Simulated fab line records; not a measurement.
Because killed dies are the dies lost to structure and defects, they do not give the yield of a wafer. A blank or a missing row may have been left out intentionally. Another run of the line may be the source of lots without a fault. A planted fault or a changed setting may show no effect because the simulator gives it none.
Split-lot trial ; flow n5 finfet ; 7 lots, 39 wafers read, on a route of 1938 steps

== ON THE SPLIT ==
At N5_BEOL_M11_ETCH_66 (etches SOC in N2/H2, target depth 120 nm, overetch 24 nm, time 180 s), the setting time s was moved away from the recipe's 180 s on 15 of the 39 wafers read, by -57.1% to +30.3%. For the rest of the wafers, this setting stayed at what the recipe calls for.

The split's own step is where the reading is taken.

== THE READING ==
SiARC_of_BEOL_M11_COAT_64.thk nm (the simulator's own value, which no gauge read), in nm, at N5_BEOL_M11_ETCH_66 (etches SOC in N2/H2, target depth 120 nm, overetch 24 nm, time 180 s). There is no usual value for it anywhere in the file. The 24 wafers here that ran the recipe average 22.7 nm, standard deviation 0.2 nm.

wafer;tool, chamber at the split;time s as run, s;against the recipe;SiARC_of_BEOL_M11_COAT_64.thk nm, nm;against lot-mates on the recipe
L075.3;rie diel-01, 2;180;recipe;22.8;-
L075.4;rie diel-01, 3;180;recipe;22.6;-
L075.5;rie diel-01, 3;180;recipe;22.8;-
L078.1;rie diel-04, 3;180;recipe;22.6;-
L078.2;rie diel-04, 0;180;recipe;22.8;-
L078.3;rie diel-04, 1;90.37;-49.8%;26;+3.4
L078.4;rie diel-04, 2;180;recipe;22.4;-
L078.5;rie diel-04, 1;90.37;-49.8%;26.2;+3.6
L078.6;rie diel-04, 0;90.37;-49.8%;26.4;+3.8
L074.1;rie diel-05, 0;180;recipe;23;-
L074.2;rie diel-05, 1;152;-15.6%;23.8;+0.9
L074.3;rie diel-05, 3;152;-15.6%;24;+1.1
L074.4;rie diel-05, 2;152;-15.6%;23.8;+0.9
L074.5;rie diel-05, 2;180;recipe;22.8;-
L074.6;rie diel-05, 3;180;recipe;22.8;-
L080.1;rie diel-05, 3;180;recipe;22.8;-
L080.2;rie diel-05, 2;180;recipe;22.6;-
L080.3;rie diel-05, 1;180;recipe;22.6;-
L080.4;rie diel-05, 0;180;recipe;23;-
L080.6;rie diel-05, 0;180;recipe;23;-
L080.5;rie diel-05, 3;180;recipe;22.8;-
L085.1;rie diel-04, 2;180;recipe;22.6;-
L085.2;rie diel-04, 0;234.5;+30.3%;20.8;-1.8
L085.3;rie diel-04, 1;180;recipe;22.4;-
L085.4;rie diel-04, 0;180;recipe;22.8;-
L085.5;rie diel-04, 1;234.5;+30.3%;20;-2.6
L085.6;rie diel-04, 2;234.5;+30.3%;20.4;-2.2
L092.1;rie diel-04, 0;180;recipe;23;-
L092.2;rie diel-04, 1;180;recipe;22.4;-
L092.3;rie diel-04, 2;77.29;-57.1%;26.8;+4.2
L092.4;rie diel-04, 3;77.29;-57.1%;26.8;+4.2
L092.5;rie diel-04, 0;77.29;-57.1%;27;+4.4
L092.6;rie diel-04, 1;180;recipe;22.4;-
L093.1;rie diel-05, 3;180;recipe;22.8;-
L093.2;rie diel-05, 0;132.5;-26.4%;24.8;+1.9
L093.3;rie diel-05, 2;180;recipe;22.8;-
L093.4;rie diel-05, 1;132.5;-26.4%;24.4;+1.5
L093.5;rie diel-05, 0;180;recipe;23;-
L093.6;rie diel-05, 3;132.5;-26.4%;24.8;+1.9

FIT RESULTS
A straight line over all 39 wafers: SiARC_of_BEOL_M11_COAT_64.thk nm changes by -0.0725 nm for each +1% of time s; r = -0.99; the points scatter about the line by 0.21 nm.
The same after taking each lot's own level away (the mean of its wafers on the recipe; 39 wafers): -0.073 nm for each +1%; r = -0.99; scatter 0.19 nm.
Per that fit: largest time s move, reading shift of 4.2 nm.
Across the lots, their own levels run from 22.60 to 22.87 nm, a range of 1.4 times the standard deviation given above.
Consequently the slope shifts little with the lot-to-lot level, the two slopes agreeing.
Check: +4.14 nm against its lot-mates is what the line predicts for one of the wafers moved furthest among these (-57.1%) when that wafer is left out of the fit. Against them it came out at +4.2 nm.

== OTHER SPLITS APPLIED TO THESE WAFERS ==
These wafers also went through other splits before the reading. Each is held against what the fit with the lots' levels taken away leaves over:
other split on the same wafers;wafers away from the commonest value;r with SiARC_of_BEOL_M11_COAT_64.thk nm (lot level and that fit taken away)
N5_BEOL_M5_DEP_56 target thk a;15;+0.07
N5_BEOL_M9_DESCUM_16 time s;12;-0.05

== THE WHOLE CHAIN: every reading that the file lists as answering this split, in the file's order ==
step;what it does;reading;change (the file's fit);r (the file's)
N5_BEOL_M11_ETCH_66;etches SOC in N2/H2, target depth 120 nm, overetch 24 nm, time 180 s;etch.depth nm (the simulator's own value, which no gauge read);+0.485 nm for each +1% of the setting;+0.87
N5_BEOL_M11_ETCH_66;etches SOC in N2/H2, target depth 120 nm, overetch 24 nm, time 180 s;SiARC_of_BEOL_M11_COAT_64.thk nm (the simulator's own value, which no gauge read);-0.0728 nm for each +1% of the setting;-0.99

== THE FILE'S OWN FIT ==
SiARC_of_BEOL_M11_COAT_64.thk nm changes by -0.0728 nm for each +1% of time s, r = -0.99.
